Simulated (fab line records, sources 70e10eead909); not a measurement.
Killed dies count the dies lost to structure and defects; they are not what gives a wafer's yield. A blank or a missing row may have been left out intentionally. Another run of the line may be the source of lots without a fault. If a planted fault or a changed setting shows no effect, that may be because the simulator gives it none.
Struck lot and sound lot, side by side ; flow nand-harc ; 39 out of 1302 route steps
Sound: the wafers L313.1, L313.3, L313.4. The struck wafers were L318.1, L318.4, L318.5. The cause is named last.
At each step with rows: each side's tool, then ch and its chambers, then its first start. Under that, the readings that differ: sound wafers ; struck wafers ; difference of the means ; sigmas: that difference in standard deviations of wafers without a fault.
alike: same words and numbers on both sides, and readings whose means sit less than 2 such deviations apart. not compared: any withheld reading, any reading some wafer has no value for, any bound like >300 that may hide the same value, and any number with overlapping values for which the record gives no deviation.
The two part at a step that has a row with sigmas, a row that says differs or no value, or rows on one side only. Non-overlapping numbers with no deviation appear without sigmas and do not part them. A reading missing from all wafers of one side parts the sides only when that side holds two or more wafers.

first, 11 steps without rows for these wafers: NHARC_A_STAIRCASE_EXPOSE_286 (exposes mask CHOP 100); NHARC_A_STAIRCASE_PEB_287 (peb time 130 s); NHARC_A_STAIRCASE_DEVELOP_288 (time 140 s); NHARC_A_STAIRCASE_HARDBAKE_290 (time 140 s); NHARC_A_STAIRCASE_DESCUM_291 (chemistry O2, time 3 s); NHARC_A_STAIRCASE_ETCH_292 (etches the open film in CF4/CHF3); NHARC_A_STAIRCASE_HM_OPEN_460 (chemistry O2/COS); NHARC_A_STAIRCASE_STRIP_461 (strips in O2/COS); NHARC_A_STAIRCASE_ETCH_452 (etches the open film in CF4/O2, target depth 30 nm, overetch 3 nm, time 16.5 s); NHARC_A_STAIRCASE_ETCH_294 (etches the open film in C4F8/O2/Ar, target depth 4989 nm, time 1211.6 s); NHARC_A_STAIRCASE_STRIP_295 (strips in O2).
NHARC_A_STAIRCASE_STRIP_296: strips in SPM, time 900 s.
  sound on wet-bench-04 ch 0,4,6, day 17 02:55; struck on wet-bench-04 ch 1,3,6, day 19 05:14
then, 14 steps without rows for these wafers: NHARC_A_STAIRCASE_PRECLEAN_297 (cleans in SC1); NHARC_A_STAIRCASE_SRD_298; NHARC_A_STAIRCASE_HM_DEP_462 (deposits aC, target thk 800 nm); NHARC_A_STAIRCASE_DEP_301 (deposits SiON, target thk 30 nm); NHARC_A_STAIRCASE_DEHYDRATE_302 (time 120 s); NHARC_A_STAIRCASE_HMDS_303 (time 30 s); NHARC_A_STAIRCASE_COAT_304; NHARC_A_STAIRCASE_SOFTBAKE_305 (time 170 s); NHARC_A_STAIRCASE_EBR_306; NHARC_A_STAIRCASE_EXPOSE_307 (exposes mask CHOP 50); NHARC_A_STAIRCASE_PEB_308 (peb time 130 s); NHARC_A_STAIRCASE_DEVELOP_309 (time 140 s); NHARC_A_STAIRCASE_HARDBAKE_311 (time 140 s); NHARC_A_STAIRCASE_DESCUM_312 (chemistry O2, time 3 s).
NHARC_A_STAIRCASE_ETCH_313: etches the open film in CF4/CHF3.
  sound on rie-diel-03 ch 0,1,2, day 17 06:22; struck on rie-diel-07 ch 1,2,3, day 19 08:41
  alike: drypump-motor-current-A, oes-product-au, rf-vpp-V, showerhead-plenum-p-Torr, throttle-valve-pct
  not compared: rf-hours-counter-h
then, 2 steps without rows for these wafers: NHARC_A_STAIRCASE_HM_OPEN_463 (chemistry O2/COS); NHARC_A_STAIRCASE_STRIP_464 (strips in O2/COS).
NHARC_A_STAIRCASE_ETCH_453: etches the open film in CF4/O2, target depth 30 nm, overetch 3 nm, time 16.5 s.
  sound: rie-diel-03 ch 0,1,3; struck: rie-diel-07 ch 0,1
  alike: drypump-motor-current-A, oes-product-au, rf-vpp-V, showerhead-plenum-p-Torr, throttle-valve-pct
  not compared: rf-hours-counter-h
then, 1 step without rows for these wafers: NHARC_A_STAIRCASE_ETCH_315 (etches the open film in C4F8/O2/Ar, target depth 2500 nm, time 607.1 s).
NHARC_A_STAIRCASE_STRIP_316: strips in O2.
  sound: rie-diel-03 ch 0,1,2; struck: rie-diel-07 ch 0,2,3
  alike: drypump-motor-current-A, oes-product-au, rf-vpp-V, showerhead-plenum-p-Torr, throttle-valve-pct
  not compared: rf-hours-counter-h
then, 3 steps without rows for these wafers: NHARC_A_STAIRCASE_STRIP_317 (strips in SPM, time 900 s); NHARC_A_STAIRCASE_PRECLEAN_318 (cleans in SC1); NHARC_A_STAIRCASE_SRD_329.
NHARC_A_STAIRCASE_ALD_415: deposits SiO2, target thk 30 nm, pulse time 6 s, ald cycles 300.
  sound on ald-hk-01 ch 0,2,3, day 17 08:22; struck on ald-hk-01 ch 1,3, day 19 10:26
  alike: heater-power-w, precursor-pulse-height-rel
then, 1 step without rows for these wafers: NHARC_A_STAIRCASE_ETCHBACK_416 (etches the open film in C4F8/O2/Ar, target depth 36 nm, time 7.2 s).
NHARC_A_STAIRCASE_STRIP_476: strips in O2, time 20 s.
  sound on rie-diel-10 ch 0,1,2, day 17 10:31; struck on rie-diel-03 ch 2,3, day 19 12:38
  alike: drypump-motor-current-A, oes-product-au, rf-vpp-V, showerhead-plenum-p-Torr, throttle-valve-pct
  not compared: rf-hours-counter-h
-- the record jumps here: 7 days lie between the struck wafers' starts before and after (it left off in module A_STAIRCASE and takes up again in module END, whose first step shown is number 1302 of the route) --
NHARC_END_SORT_01:
  here the record holds rows for the struck wafers (prober-02 ch 0, day 26 15:13) but none for the sound ones

WHERE THEY PART
NHARC_END_SORT_01 only, going by this record.

WHY: what the simulator had put in
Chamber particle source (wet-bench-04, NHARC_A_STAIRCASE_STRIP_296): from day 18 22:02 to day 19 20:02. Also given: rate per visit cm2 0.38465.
